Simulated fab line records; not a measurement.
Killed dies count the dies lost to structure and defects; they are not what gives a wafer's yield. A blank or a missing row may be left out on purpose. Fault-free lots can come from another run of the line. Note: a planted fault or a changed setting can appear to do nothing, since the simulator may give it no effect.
Chamber matching | flow n5Finfet | 4 sister chambers for N5_MIM_TOP_ETCH_STRIP_01 on rieDiel-01
The step strips in O2. 8 wafers are shown with their chamber, then 7 later ones without.

== WAFERS, EACH WITH ITS CHAMBER ==
wafer  | chamber | drypumpMotorCurrentA (A) | showerheadPlenumPTorr (Torr)
L676.6 | 1       | 5.9                      | 2.01
L677.2 | 0       | 5.8                      | 2.14
L677.5 | 1       | 5.9                      | 2.00
L678.2 | 2       | 6.3                      | 2.17
L678.3 | 0       | 5.8                      | 2.14
L678.5 | 3       | 5.7                      | 1.98
L695.2 | 3       | 5.7                      | 1.97
L695.3 | 2       | 6.4                      | 2.17

== WAFERS WHOSE CHAMBER IS MISSING ==
wafer  | drypumpMotorCurrentA (A) | showerheadPlenumPTorr (Torr)
L695.6 | 5.7                      | 1.97
L696.1 | 6.4                      | 2.16
L696.3 | 5.8                      | 2.13
L696.5 | 5.7                      | 1.97
L698.1 | 5.9                      | 2.26
L698.2 | 5.8                      | 2.13
L698.4 | 5.7                      | 1.97

== WHICH CHAMBER EACH WENT THROUGH ==
wafer  | from the rows above | in truth
L695.6 | 3                   | 3
L696.1 | 2                   | 2
L696.3 | 0                   | 0
L696.5 | 3                   | 3
L698.1 | 2                   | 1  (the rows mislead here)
L698.2 | 0                   | 0
L698.4 | 3                   | 3
Placed correctly: 6 of 7. From these rows, 0 cannot be placed. Number placed wrongly: 1.
How it was worked out, from the rows above alone: a wafer's distance from a chamber is the root of the sum, over the readings, of the square of ((its reading less the chamber's mean) divided by the reading's scatter). The wafer belongs to the nearest chamber; if the next one is less than 2 further off, it can't be placed. For every chamber, the mean is computed from those of its wafers that are shown. The scatter: take each reading less its chamber's mean, square it, sum over the shown wafers, divide by the number of wafers less the number of chambers, and take the root.
